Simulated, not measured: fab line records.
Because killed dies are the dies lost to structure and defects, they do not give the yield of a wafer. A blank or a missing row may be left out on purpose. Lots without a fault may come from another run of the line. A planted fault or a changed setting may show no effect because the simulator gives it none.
fab line records	flow nand_harc
[record] lots = 24	wafers = 72	last_day = 25
route steps=1159 shown P_M0@275 P_M1@302 P_M2@338
lots untouched by any fault: they come from a run of this same line in which no faults occurred
start_h: the number of hours between the record's first day and the start of the first shown wafer of the lot	wait_h: hours from the lot's prior step to this one	" unchanged from the row above	L1.1+2: one row covering several wafers at once	- either no value or no given start	* or withheld: withheld	< > ~ a bound
route shown NAME@n: NAME is a module with steps in the file, n the number in the route of the first one	usual: mean/standard deviation of fault-free wafers	same: alike in all rows	chamber/n: place in a boat	sites: each site's reading	_std_site: their standard deviation	_edge_site: inner sites' mean taken away from outer sites' mean	radius_mm: for every site, how far away it sits from the centre of the wafer	mask NAME#n: copy n	behind: the tool/chamber that last shaped the wafer	hold: why the lot went on hold/how many hours it stayed there/how the hold came to an end	device: the transistor (n, p or np) that didn't switch	end of line: the tests these same wafers got at the end of their route	a step without rows: its recipe alone	killed: count of dies lost to structure and defects at first sort (not the wafer's yield)	map: the dies of a wafer, with x for killed, . for not killed, _ for no die there
set.NAME: setting as actually run; set.NAME@STEP: the setting as run at that earlier step	model.NAME: the simulator's own value behind a step, which no gauge read
the route's steps for a sample of lots (tables are steps, rows are wafers)
services: the hour from which a tool's chamber was out of use, counted from the record's first day as start_h (under 0 if before that day), plus the number of hours and why
[[steps]]
[step NHARC_P_M0_PVD_21]
[recipe] target_thk_a = 300	chamber_pressure_pa = 5	power_w = 5000	substrate_temp_c = 30	time_s = 20.49	material = Cu
[usual] substrate_temp_c = 29.99/0.11	throttle_valve_pct = 30.2/0.84
lot.wafer	tool	chamber	start_h	wait_h	substrate_temp_c	throttle_valve_pct
L074.3	pvd_sputter-01	-	-	-	30.05	29.5
L074.4	"	-	"	"	29.82	31.9
L074.5	"	-	"	"	30.00	31.1
L076.2	pvd_sputter-03	-	-	-	29.81	30.6
L076.3	"	-	"	"	30.15	30.5
L076.6	"	-	"	"	30.01	29.6
L075.4	pvd_sputter-01	-	-	-	29.93	29.4
L075.2	"	-	"	"	30.06	31.8
L075.5	"	-	"	"	30.02	31.0
L077.4	pvd_sputter-02	-	-	-	30.00	30.8
L077.1	"	-	"	"	30.11	29.7
L077.5	"	-	"	"	29.95	28.3
L079.1	pvd_sputter-02	-	-	-	29.75	30.6
L079.4	"	-	"	"	30.19	31.3
L079.5	"	-	"	"	29.87	30.6
L078.1	pvd_sputter-02	-	-	-	29.99	29.5
L078.3	"	-	"	"	29.89	30.7
L078.4	"	-	"	"	29.90	28.4
L080.2	pvd_sputter-03	-	-	-	29.98	29.9
L080.6	"	-	"	"	30.04	30.4
L080.5	"	-	"	"	29.93	30.2
L081.2	pvd_sputter-03	-	-	-	30.01	31.0
L081.4	"	-	"	"	29.88	30.5
L081.6	"	-	"	"	29.93	30.0
L082.1	pvd_sputter-02	-	-	-	29.77	31.0
L082.2	"	-	"	"	29.75	29.6
L082.6	"	-	"	"	30.07	28.6
L083.3	pvd_sputter-03	-	-	-	30.04	30.1
L083.4	"	-	"	"	29.93	30.7
L083.5	"	-	"	"	29.96	30.0
L084.3	pvd_sputter-03	-	-	-	29.78	30.5
L084.4	"	-	"	"	29.90	30.3
L084.1	"	-	"	"	29.91	30.0
L087.2	pvd_sputter-01	-	-	-	30.05	29.6
L087.4	"	-	"	"	30.13	30.0
L087.5	"	-	"	"	30.13	31.9
L088.1	pvd_sputter-02	-	-	-	30.05	31.1
L088.3	"	-	"	"	29.93	30.3
L088.6	"	-	"	"	30.04	31.0
L086.3	pvd_sputter-02	-	-	-	30.02	28.5
L086.2	"	-	"	"	29.84	31.0
L086.5	"	-	"	"	30.01	30.8
L085.1	pvd_sputter-03	-	-	-	30.27	29.4
L085.3	"	-	"	"	30.39	30.6
L085.2	"	-	"	"	29.85	30.5
L089.3	pvd_sputter-03	-	-	-	30.00	30.7
L089.5	"	-	"	"	30.19	30.4
L089.6	"	-	"	"	30.03	29.9
L091.3	pvd_sputter-01	-	-	-	29.91	29.8
L091.4	"	-	"	"	30.16	31.1
L091.5	"	-	"	"	29.90	31.6
L090.4	pvd_sputter-01	-	-	-	30.25	31.7
L090.1	"	-	"	"	30.04	29.9
L090.5	"	-	"	"	29.99	31.8
L093.1	pvd_sputter-02	-	-	-	29.80	30.8
L093.3	"	-	"	"	29.99	29.0
L093.5	"	-	"	"	29.89	30.6
L092.3	pvd_sputter-03	-	-	-	29.81	29.9
L092.5	"	-	"	"	29.93	30.6
L092.6	"	-	"	"	29.96	30.5
L094.3	pvd_sputter-02	-	-	-	30.06	28.9
L094.1	"	-	"	"	30.03	28.0
L094.6	"	-	"	"	30.04	30.9
L097.1	pvd_sputter-03	-	-	-	29.91	29.6
L097.2	"	-	"	"	30.00	30.2
L097.6	"	-	"	"	29.93	30.6
L095.1	pvd_sputter-03	-	-	-	30.03	30.4
L095.3	"	-	"	"	30.03	30.6
L095.5	"	-	"	"	30.02	30.3
L096.4	pvd_sputter-01	-	-	-	29.91	31.4
L096.2	"	-	"	"	29.80	29.7
L096.5	"	-	"	"	29.93	29.6
[step NHARC_P_M0_ANNEAL_30]
[recipe] temp_c = 225	time_s = 90
[usual] wafer_temp_C_max = 225.8/0.31
lot.wafer	tool	chamber	start_h	wait_h	wafer_temp_C_max
L074.3	rtp_anneal-01	0	123.63	0.3	225.8
L074.4	"	0	"	"	226.3
L074.5	"	0	"	"	226.3
L076.2	rtp_anneal-02	0	129.47	0.4	225.7
L076.3	"	0	"	"	225.6
L076.6	"	0	"	"	225.6
L075.2	rtp_anneal-01	0	130.19	-	225.9
L075.4	"	0	"	"	225.8
L075.5	"	0	"	"	225.7
L077.1	rtp_anneal-01	0	134.38	-	226.1
L077.4	"	0	"	"	225.9
L077.5	"	0	"	"	225.9
L079.1	rtp_anneal-02	0	139.12	0.3	225.6
L079.4	"	0	"	"	225.5
L079.5	"	0	"	"	225.5
L078.1	rtp_anneal-01	0	142.52	0.3	226.0
L078.3	"	0	"	"	226.2
L078.4	"	0	"	"	226.7
L080.2	rtp_anneal-02	0	154.58	0.3	225.7
L080.5	"	0	"	"	225.7
L080.6	"	0	"	"	225.4
L081.2	rtp_anneal-02	0	163.31	0.5	226.0
L081.4	"	0	"	"	225.8
L081.6	"	0	"	"	225.7
L082.1	rtp_anneal-01	0	168.85	-	225.8
L082.2	"	0	"	"	226.3
L082.6	"	0	"	"	225.9
L083.3	rtp_anneal-01	0	172.63	-	225.9
L083.4	"	0	"	"	226.2
L083.5	"	0	"	"	226.2
L084.1	rtp_anneal-01	0	173.44	-	225.6
L084.3	"	0	"	"	225.4
L084.4	"	0	"	"	226.0
L087.2	rtp_anneal-01	0	192.39	0.4	226.0
L087.4	"	0	"	"	225.8
L087.5	"	0	"	"	225.9
L088.1	rtp_anneal-01	0	192.84	-	226.4
L088.3	"	0	"	"	226.0
L088.6	"	0	"	"	226.1
L086.2	rtp_anneal-01	0	194.98	0.4	225.7
L086.3	"	0	"	"	225.9
L086.5	"	0	"	"	226.0
L085.1	rtp_anneal-02	0	205.34	0.3	225.5
L085.2	"	0	"	"	225.5
L085.3	"	0	"	"	225.5
L089.3	rtp_anneal-01	0	213.29	-	225.9
L089.5	"	0	"	"	225.8
L089.6	"	0	"	"	225.7
L091.3	rtp_anneal-02	0	216.82	0.3	225.6
L091.4	"	0	"	"	225.4
L091.5	"	0	"	"	225.2
L090.1	rtp_anneal-02	0	217.54	0.6	225.6
L090.4	"	0	"	"	225.8
L090.5	"	0	"	"	225.7
L093.1	rtp_anneal-02	0	229.23	0.3	225.5
L093.3	"	0	"	"	225.4
L093.5	"	0	"	"	225.7
L092.3	rtp_anneal-02	0	234.73	-	225.9
L092.5	"	0	"	"	225.5
L092.6	"	0	"	"	225.4
L094.1	rtp_anneal-01	0	239.00	-	226.0
L094.3	"	0	"	"	226.3
L094.6	"	0	"	"	226.5
L097.1	rtp_anneal-01	0	252.47	0.3	226.2
L097.2	"	0	"	"	226.3
L097.6	"	0	"	"	226.2
L095.1	rtp_anneal-02	0	253.18	-	225.6
L095.3	"	0	"	"	225.6
L095.5	"	0	"	"	225.6
L096.2	rtp_anneal-01	0	259.39	0.4	225.9
L096.4	"	0	"	"	226.2
L096.5	"	0	"	"	225.9
[step NHARC_P_M1_STRIP_18]
[recipe] power_w = 1000	n2_flow_sccm = 150	h2_flow_sccm = 150	ar_flow_sccm = 0	bias_w = 0	chemistry = N2/H2
[usual] drypump_motor_current_A = 5.7/0.36	mfc_ar_sccm = 0.008/0.011	oes_product_au = 0.995/0.0095	rf_vpp_V = 90.8/0.95	showerhead_plenum_p_Torr = 2.06/0.1	throttle_valve_pct = 14.173/0.01
lot.wafer	tool	chamber	start_h	wait_h	drypump_motor_current_A	mfc_ar_sccm	oes_product_au	rf_hours_counter_h	rf_vpp_V	showerhead_plenum_p_Torr	throttle_valve_pct
L074.4	rie_diel-10	3	126.34	0.1	6.2	0.022	0.999	3	90.5	2.04	14.168
L074.3	"	0	"	"	6.1	0.007	0.996	3	90.5	2.05	14.177
L074.5	"	3	"	"	6.2	0.022	1.012	-	91.0	2.04	14.170
L076.3	rie_diel-10	1	132.22	0.1	5.8	0	0.987	3	91.8	2.21	14.168
L076.2	"	3	"	"	6.2	0.022	0.999	4	89.8	2.04	14.178
L076.6	"	0	"	"	6.1	0.007	0.996	-	91.8	2.05	14.183
L075.2	rie_diel-10	3	132.79	0.1	6.2	0.022	0.995	4	90.7	2.04	14.175
L075.4	"	0	"	"	6.1	0.007	0.992	4	92.7	2.05	14.179
L075.5	"	3	"	"	6.2	0.022	1.002	-	89.9	2.04	14.167
L077.4	rie_diel-02	1	137.16	0.1	6.3	0.013	0.979	8	90.9	1.90	14.185
L077.1	"	3	"	"	5.8	0.021	1.015	11	91.3	2.16	14.171
L077.5	"	2	"	"	5.5	0.006	0.987	-	91.7	2.18	14.169
L079.1	rie_diel-13	3	141.96	0.1	5.6	0	0.987	3	89.7	2.05	14.188
L079.4	"	0	"	"	5.3	0	0.984	2	92.3	2.20	14.162
L079.5	"	2	"	"	5.2	0	0.988	-	90.3	1.94	14.173
L078.1	rie_diel-02	2	145.31	0.1	5.5	0.006	0.984	12	90.8	2.18	14.168
L078.4	"	3	"	"	5.8	0.021	0.997	12	92.0	2.16	14.182
L078.3	"	0	"	"	5.7	0	1.000	11	92.0	2.09	14.153
L080.2	rie_diel-13	2	157.45	0.1	5.2	0	0.990	4	90.3	1.94	14.162
L080.6	"	2	"	"	5.2	0	0.986	-	90.2	1.94	14.175
L080.5	"	3	"	"	5.6	0	0.996	-	91.0	2.05	14.154
L081.2	rie_diel-13	0	166.30	0.1	5.2	0	0.984	5	92.4	2.20	14.192
L081.4	"	2	"	"	5.2	0	0.980	4	90.8	1.94	14.163
L081.6	"	3	"	"	5.6	0	0.983	-	91.0	2.05	14.170
L082.1	rie_diel-13	3	171.80	0.1	5.6	0	1.006	5	89.9	2.05	14.151
L082.2	"	0	"	"	5.2	0	0.994	5	90.7	2.20	14.164
L082.6	"	2	"	"	5.2	0	0.997	-	90.4	1.94	14.166
L083.4	rie_diel-13	3	175.21	0.1	5.6	0	0.987	5	90.6	2.05	14.180
L083.3	"	0	"	"	5.3	0	0.997	5	90.0	2.20	14.170
L083.5	"	3	"	"	5.6	0	0.988	-	90.1	2.05	14.188
L084.3	rie_diel-02	2	176.41	0.1	5.5	0.006	0.987	1	91.7	2.18	14.160
L084.1	"	0	"	"	5.7	0	0.999	2	91.0	2.09	14.173
L084.4	"	1	"	"	6.2	0.013	0.977	1	89.7	1.89	14.164
L087.4	rie_diel-10	3	195.13	0.1	6.2	0.022	1.006	0	90.9	2.04	14.183
L087.2	"	1	"	"	5.7	0	0.998	0	91.5	2.21	14.169
L087.5	"	3	"	"	6.2	0.022	0.998	-	90.2	2.04	14.177
L088.1	rie_diel-13	0	195.61	0.1	5.2	0	0.995	7	91.5	2.20	14.185
L088.3	"	3	"	"	5.6	0	0.990	7	89.5	2.05	14.174
L088.6	"	0	"	"	5.3	0	0.992	-	89.1	2.20	14.178
L086.3	rie_diel-02	1	197.72	0.1	6.3	0.013	0.991	3	92.0	1.89	14.186
L086.2	"	3	"	"	5.8	0.021	1.005	3	92.1	2.16	14.176
L086.5	"	2	"	"	5.5	0.006	0.991	-	92.3	2.18	14.162
L085.1	rie_diel-13	1	208.39	0.1	5.9	0.033	1.004	8	90.6	2.06	14.167
L085.3	"	2	"	"	5.2	0	0.998	8	91.1	1.94	14.177
L085.2	"	0	"	"	5.2	0	1.006	8	90.5	2.20	14.173
L089.3	rie_diel-10	1	215.91	0.1	5.8	0	1.003	1	90.4	2.21	14.157
L089.6	"	2	"	"	6.0	0	0.999	-	89.7	1.93	14.171
L089.5	"	3	"	"	6.2	0.022	1.010	-	91.4	2.04	14.164
L091.3	rie_diel-02	3	219.54	0.1	5.8	0.021	1.002	4	90.9	2.16	14.165
L091.4	"	0	"	"	5.7	0	1.000	4	92.1	2.09	14.178
L091.5	"	2	"	"	5.5	0.006	1.005	-	90.3	2.18	14.181
L090.4	rie_diel-13	0	220.32	0.1	5.3	0	0.999	10	92.7	2.19	14.160
L090.1	"	1	"	"	5.9	0.033	0.999	9	90.1	2.05	14.177
L090.5	"	0	"	"	5.3	0	0.992	-	92.8	2.20	14.167
L093.1	rie_diel-10	3	232.02	0.1	6.2	0.022	1.006	1	89.5	2.04	14.156
L093.3	"	0	"	"	6.1	0.007	1.006	1	91.7	2.05	14.159
L093.5	"	0	"	"	6.1	0.007	1.000	-	89.4	2.05	14.174
L092.3	rie_diel-02	0	237.29	0.1	5.7	0	0.995	6	89.7	2.09	14.187
L092.6	"	3	"	"	5.8	0.021	0.987	-	90.8	2.16	14.174
L092.5	"	0	"	"	5.7	0	0.998	-	91.6	2.09	14.175
L094.1	rie_diel-13	3	242.15	0.1	5.6	0	0.993	12	91.5	2.05	14.193
L094.3	"	0	"	"	5.2	0	0.998	11	91.1	2.19	14.186
L094.6	"	3	"	"	5.6	0	0.993	-	91.6	2.05	14.168
L097.1	rie_diel-10	0	255.26	0.1	6.1	0.007	1.017	2	89.1	2.05	14.172
L097.2	"	3	"	"	6.2	0.022	0.998	2	89.9	2.04	14.160
L097.6	"	1	"	"	5.7	0	1.005	-	90.6	2.21	14.183
L095.1	rie_diel-13	1	255.99	0.1	5.9	0.033	0.994	12	91.0	2.05	14.176
L095.3	"	3	"	"	5.6	0	1.001	14	91.0	2.05	14.175
L095.5	"	2	"	"	5.2	0	0.994	-	91.2	1.93	14.169
L096.2	rie_diel-13	0	262.11	0.1	5.2	0	0.999	13	90.9	2.19	14.174
L096.4	"	1	"	"	5.9	0.033	0.989	12	89.5	2.05	14.172
L096.5	"	0	"	"	5.2	0	0.994	-	90.0	2.19	14.179
[step NHARC_P_M1_PRE_CLEAN_30]
[recipe] time_s = 30	temp_c = 280	gas = H2/He
[usual] heater_power_w = 428/45
lot.wafer	tool	chamber	start_h	wait_h	heater_power_w
L074.3	pvd_sputter-03	-	-	-	370
L074.4	"	-	"	"	477
L074.5	"	-	"	"	465
L076.2	pvd_sputter-01	-	-	-	425
L076.3	"	-	"	"	382
L076.6	"	-	"	"	466
L075.2	pvd_sputter-01	-	-	-	428
L075.4	"	-	"	"	374
L075.5	"	-	"	"	459
L077.4	pvd_sputter-01	-	-	-	468
L077.1	"	-	"	"	429
L077.5	"	-	"	"	465
L079.1	pvd_sputter-03	-	-	-	483
L079.4	"	-	"	"	373
L079.5	"	-	"	"	476
L078.4	pvd_sputter-01	-	-	-	424
L078.3	"	-	"	"	382
L078.1	"	-	"	"	464
L080.2	pvd_sputter-03	-	-	-	473
L080.6	"	-	"	"	375
L080.5	"	-	"	"	472
L081.4	pvd_sputter-03	-	-	-	423
L081.2	"	-	"	"	486
L081.6	"	-	"	"	412
L082.2	pvd_sputter-02	-	-	-	388
L082.1	"	-	"	"	362
L082.6	"	-	"	"	384
L083.3	pvd_sputter-02	-	-	-	390
L083.4	"	-	"	"	531
L083.5	"	-	"	"	416
L084.1	pvd_sputter-01	-	-	-	447
L084.4	"	-	"	"	382
L084.3	"	-	"	"	476
L087.2	pvd_sputter-01	-	-	-	418
L087.4	"	-	"	"	451
L087.5	"	-	"	"	473
L088.1	pvd_sputter-02	-	-	-	415
L088.3	"	-	"	"	533
L088.6	"	-	"	"	399
L086.3	pvd_sputter-02	-	-	-	387
L086.2	"	-	"	"	410
L086.5	"	-	"	"	413
L085.3	pvd_sputter-02	-	-	-	388
L085.1	"	-	"	"	528
L085.2	"	-	"	"	368
L089.3	pvd_sputter-03	-	-	-	364
L089.5	"	-	"	"	369
L089.6	"	-	"	"	474
L091.4	pvd_sputter-03	-	-	-	464
L091.3	"	-	"	"	477
L091.5	"	-	"	"	479
L090.4	pvd_sputter-03	-	-	-	485
L090.1	"	-	"	"	414
L090.5	"	-	"	"	366
L093.3	pvd_sputter-03	-	-	-	412
L093.1	"	-	"	"	471
L093.5	"	-	"	"	481
L092.3	pvd_sputter-01	-	-	-	478
L092.6	"	-	"	"	486
L092.5	"	-	"	"	416
L094.3	pvd_sputter-03	-	-	-	486
L094.1	"	-	"	"	430
L094.6	"	-	"	"	457
L097.2	pvd_sputter-01	-	-	-	453
L097.1	"	-	"	"	491
L097.6	"	-	"	"	418
L095.1	pvd_sputter-03	-	-	-	476
L095.3	"	-	"	"	466
L095.5	"	-	"	"	419
L096.2	pvd_sputter-01	-	-	-	478
L096.4	"	-	"	"	408
L096.5	"	-	"	"	367
[step NHARC_P_M1_ANNEAL_31]
[recipe] temp_c = 225	time_s = 90
[usual] wafer_temp_C_max = 225.8/0.33
lot.wafer	tool	chamber	start_h	wait_h	wafer_temp_C_max
L074.3	rtp_anneal-02	0	127.83	0.3	225.6
L074.4	"	0	"	"	225.4
L074.5	"	0	"	"	225.9
L076.2	rtp_anneal-02	0	133.79	-	225.5
L076.3	"	0	"	"	225.6
L076.6	"	0	"	"	225.8
L075.2	rtp_anneal-02	0	134.23	-	225.6
L075.4	"	0	"	"	225.9
L075.5	"	0	"	"	225.4
L077.1	rtp_anneal-01	0	138.63	-	226.0
L077.4	"	0	"	"	226.2
L077.5	"	0	"	"	226.2
L079.1	rtp_anneal-02	0	143.46	0.4	225.3
L079.4	"	0	"	"	225.3
L079.5	"	0	"	"	225.1
L078.1	rtp_anneal-01	0	146.67	-	226.3
L078.3	"	0	"	"	226.1
L078.4	"	0	"	"	226.3
L080.2	rtp_anneal-02	0	158.87	0.3	225.6
L080.5	"	0	"	"	225.6
L080.6	"	0	"	"	225.9
L081.2	rtp_anneal-01	0	167.85	0.3	225.8
L081.4	"	0	"	"	225.9
L081.6	"	0	"	"	226.4
L082.1	rtp_anneal-02	0	173.14	-	225.6
L082.2	"	0	"	"	225.7
L082.6	"	0	"	"	225.7
L083.3	rtp_anneal-02	0	176.68	-	225.6
L083.4	"	0	"	"	225.7
L083.5	"	0	"	"	225.7
L084.1	rtp_anneal-01	0	177.82	0.3	226.2
L084.3	"	0	"	"	225.8
L084.4	"	0	"	"	226.0
L087.2	rtp_anneal-02	0	196.55	-	225.3
L087.4	"	0	"	"	225.5
L087.5	"	0	"	"	225.6
L088.1	rtp_anneal-01	0	197.01	-	225.7
L088.3	"	0	"	"	226.2
L088.6	"	0	"	"	225.9
L086.2	rtp_anneal-01	0	199.15	-	226.2
L086.3	"	0	"	"	225.9
L086.5	"	0	"	"	225.7
L085.1	rtp_anneal-02	0	209.91	0.4	225.2
L085.2	"	0	"	"	225.8
L085.3	"	0	"	"	225.8
L089.3	rtp_anneal-02	0	217.33	0.3	225.8
L089.5	"	0	"	"	225.9
L089.6	"	0	"	"	225.5
L091.3	rtp_anneal-01	0	220.97	-	226.1
L091.4	"	0	"	"	226.2
L091.5	"	0	"	"	226.5
L090.1	rtp_anneal-01	0	221.81	0.3	226.1
L090.4	"	0	"	"	225.7
L090.5	"	0	"	"	225.9
L093.1	rtp_anneal-02	0	233.48	-	225.6
L093.3	"	0	"	"	225.4
L093.5	"	0	"	"	225.5
L092.3	rtp_anneal-01	0	238.78	-	226.0
L092.5	"	0	"	"	226.2
L092.6	"	0	"	"	225.8
L094.1	rtp_anneal-02	0	243.61	0.3	225.4
L094.3	"	0	"	"	225.7
L094.6	"	0	"	"	225.7
L097.1	rtp_anneal-01	0	256.63	-	226.3
L097.2	"	0	"	"	226.5
L097.6	"	0	"	"	226.4
L095.1	rtp_anneal-01	0	257.37	0.3	226.0
L095.3	"	0	"	"	226.1
L095.5	"	0	"	"	226.1
L096.2	rtp_anneal-02	0	263.54	0.4	225.6
L096.4	"	0	"	"	225.5
L096.5	"	0	"	"	225.7
[step NHARC_P_M2_DEGAS_29]
[recipe] temp_c = 250	time_s = 60
[usual] heater_power_w = 346/35
lot.wafer	tool	chamber	start_h	wait_h	heater_power_w
L074.4	pvd_sputter-03	-	131.18	-	385
L074.3	"	-	"	"	388
L074.5	"	-	"	"	387
L076.2	pvd_sputter-01	-	137.40	-	309
L076.3	"	-	"	"	326
L076.6	"	-	"	"	308
L075.4	pvd_sputter-03	-	137.74	-	323
L075.2	"	-	"	"	382
L075.5	"	-	"	"	298
L077.1	pvd_sputter-01	-	142.04	-	371
L077.4	"	-	"	"	328
L077.5	"	-	"	"	374
L079.1	pvd_sputter-01	-	146.90	-	332
L079.4	"	-	"	"	331
L079.5	"	-	"	"	348
L078.3	pvd_sputter-01	-	150.28	-	346
L078.1	"	-	"	"	377
L078.4	"	-	"	"	327
L080.2	pvd_sputter-03	-	162.18	-	398
L080.5	"	-	"	"	338
L080.6	"	-	"	"	290
L081.2	pvd_sputter-02	-	171.65	-	430
L081.4	"	-	"	"	289
L081.6	"	-	"	"	430
L082.1	pvd_sputter-03	-	176.56	-	341
L082.2	"	-	"	"	305
L082.6	"	-	"	"	332
L083.3	pvd_sputter-02	-	180.05	-	317
L083.4	"	-	"	"	438
L083.5	"	-	"	"	309
L084.4	pvd_sputter-03	-	181.24	-	341
L084.1	"	-	"	"	302
L084.3	"	-	"	"	389
L087.2	pvd_sputter-01	-	199.99	-	359
L087.4	"	-	"	"	340
L087.5	"	-	"	"	307
L088.3	pvd_sputter-03	-	200.29	-	338
L088.1	"	-	"	"	401
L088.6	"	-	"	"	337
L086.2	pvd_sputter-01	-	202.55	-	337
L086.3	"	-	"	"	358
L086.5	"	-	"	"	338
L085.2	pvd_sputter-01	-	213.54	-	311
L085.1	"	-	"	"	389
L085.3	"	-	"	"	364
L089.3	pvd_sputter-03	-	220.69	-	393
L089.6	"	-	"	"	339
L089.5	"	-	"	"	303
L091.3	pvd_sputter-02	-	224.31	-	301
L091.4	"	-	"	"	349
L091.5	"	-	"	"	309
L090.4	pvd_sputter-02	-	225.14	-	307
L090.1	"	-	"	"	334
L090.5	"	-	"	"	343
L093.3	pvd_sputter-01	-	236.96	-	391
L093.1	"	-	"	"	368
L093.5	"	-	"	"	338
L092.3	pvd_sputter-01	-	242.35	-	339
L092.6	"	-	"	"	308
L092.5	"	-	"	"	382
L094.1	pvd_sputter-02	-	247.18	-	336
L094.3	"	-	"	"	394
L094.6	"	-	"	"	306
L097.1	pvd_sputter-02	-	260.89	-	343
L097.2	"	-	"	"	394
L097.6	"	-	"	"	392
L095.1	pvd_sputter-01	-	261.55	-	312
L095.3	"	-	"	"	341
L095.5	"	-	"	"	369
L096.4	pvd_sputter-01	-	266.87	-	315
L096.2	"	-	"	"	364
L096.5	"	-	"	"	302
[[services]]
tool	chamber	start_h	hours	kind
pvd_sputter-03	-	102.00	10.0	pm
rie_diel-13	0	108.00	-	clean
rie_diel-13	1	108.00	-	clean
rie_diel-13	2	108.00	-	clean
rie_diel-13	3	108.00	-	clean
rie_diel-02	1	108.31	12.7	repair
rie_diel-10	1	109.11	3.0	repair
pvd_sputter-01	-	111.61	9.5	repair
rie_diel-13	0	132.50	-	clean
rie_diel-13	1	132.50	-	clean
rie_diel-13	2	132.50	-	clean
rie_diel-13	3	132.50	-	clean
rie_diel-10	1	150.52	11.2	repair
rie_diel-10	3	150.57	6.8	repair
rie_diel-02	-	150.70	9.0	pm
rie_diel-13	2	158.71	4.8	repair
rie_diel-10	-	176.50	9.0	pm
pvd_sputter-02	-	214.02	10.0	pm
pvd_sputter-01	-	219.63	4.7	repair
rie_diel-10	0	224.04	5.8	repair
pvd_sputter-01	-	229.52	4.9	repair
rie_diel-13	-	230.35	0.8	repair
rie_diel-13	1	233.97	10.8	repair
pvd_sputter-03	-	257.71	13.6	repair
[[key]]
fault none
